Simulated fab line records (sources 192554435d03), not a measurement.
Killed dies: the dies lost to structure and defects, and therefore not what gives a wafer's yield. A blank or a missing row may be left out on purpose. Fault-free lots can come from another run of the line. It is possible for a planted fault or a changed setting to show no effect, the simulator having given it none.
Lot-split experiment	flow n5-finfet	21 wafers read across 7 lots, on a route 1938 steps long

## ON THE SPLIT
At N5_BEOL_M2_ALD_98 (deposits SiO2, target thk 2.5 nm, pulse time 1 s, co reactant pulse time 1 s), the setting ald-cycles was moved away from the recipe's 17 on 7 of the 21 wafers read, by -11.8% to +11.8%. All remaining wafers had this setting at the recipe value.

The reading is taken at the split's own step.

## THE READING
SiO2_of_BEOL_M2_ALD_98.thk-nm (the simulator's own value, which no gauge read), in nm, at N5_BEOL_M2_ALD_98 (deposits SiO2, target thk 2.5 nm, pulse time 1 s, co reactant pulse time 1 s). The file gives no usual value for it. Average 2.5 nm, standard deviation 0.099 nm, over the 14 wafers here run with the recipe.

wafer	tool, chamber at the split	ald-cycles as run	against the recipe	SiO2_of_BEOL_M2_ALD_98.thk-nm, nm	against lot-mates on the recipe
L079.2	ald-sin-02, 2,0	17	recipe	2.4	-
L079.5	ald-sin-02, 2,0	17	recipe	2.4	-
L079.6	ald-sin-02, 3	17	recipe	2.6	-
L080.1	ald-sin-01, 1	17	recipe	2.6	-
L080.5	ald-sin-01, 1	17	recipe	2.6	-
L080.6	ald-sin-01, 0	16	-5.9%	2.4	-0.2
L083.1	ald-sin-01, 0	19	+11.8%	2.8	+0.4
L083.2	ald-sin-01, 2	17	recipe	2.4	-
L083.4	ald-sin-01, 2	17	recipe	2.4	-
L088.2	ald-sin-02, 0	17	recipe	2.4	-
L088.3	ald-sin-02, 1	15	-11.8%	2.2	-0.3
L088.5	ald-sin-02, 3	17	recipe	2.6	-
L092.2	ald-sin-01, 1,1,2	17	recipe	2.6	-
L092.5	ald-sin-01, 1,1,2	17	recipe	2.6	-
L092.6	ald-sin-01, 1,1,2	17	recipe	2.6	-
L095.1	ald-sin-03, 1,0	19	+11.8%	2.8	+0.2
L095.6	ald-sin-03, 1,0	19	+11.8%	2.8	+0.2
L095.3	ald-sin-03, 3	17	recipe	2.6	-
L097.2	ald-sin-02, 0	17	recipe	2.4	-
L097.3	ald-sin-02, 2,1	18	+5.9%	2.6	+0.2
L097.6	ald-sin-02, 2,1	18	+5.9%	2.6	+0.2
The file does not say which wafer passed through which chamber wherever a row lists several chambers: such a row stands for several wafers.

THE FIT
A straight line over all 21 wafers: SiO2_of_BEOL_M2_ALD_98.thk-nm changes by +0.0237 nm for each +1% of ald-cycles; r = +0.84; the points scatter about the line by 0.087 nm.
The same after taking each lot's own level away (the mean of its wafers on the recipe; 21 wafers): +0.0251 nm for each +1%; r = +0.91; scatter 0.066 nm.
Per that fit: largest ald-cycles move, reading shift of 0.3 nm.
Across the lots, their own levels run from 2.40 to 2.60 nm, a range of 2.0 times the standard deviation given above.
The two slopes agree, so the slope changes little with the lot-to-lot level.
Check: for one of the wafers moved furthest among these (+11.8%), held out of the fit, the line's prediction against its lot-mates is +0.264 nm. It came out at +0.4 nm against them.

## FURTHER SPLITS ON THESE WAFERS
These wafers also went through other splits before the reading. Each is held against what the fit with the lots' levels taken away leaves over:
other split on the same wafers	wafers away from the commonest value	r with SiO2_of_BEOL_M2_ALD_98.thk-nm (lot level and that fit taken away)
N5_HKMG_FIN_HK_ALD_01 ald-cycles	6	+0.10
N5_HKMG_FIN_ETCH_35 bias-w	9	-0.14
N5_MOL_CONTACT_COAG_CONTACT_ETCH_14 source-w	7	-0.24
N5_BEOL_M0_SAQP_PECVD_96 time-s	5	+0.29
N5_BEOL_M0_SAQP_PECVD_04 time-s	7	+0.19
N5_BEOL_M0_SAQP_MANDREL_ETCH_20 over-etch-frac	8	-0.21
N5_BEOL_M0_SAQP_SPACER1_ALD_98 temp-c	10	-0.08

## THE FILE'S OWN FIT
SiO2_of_BEOL_M2_ALD_98.thk-nm changes by +0.0267 nm for each +1% of ald-cycles, r = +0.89.
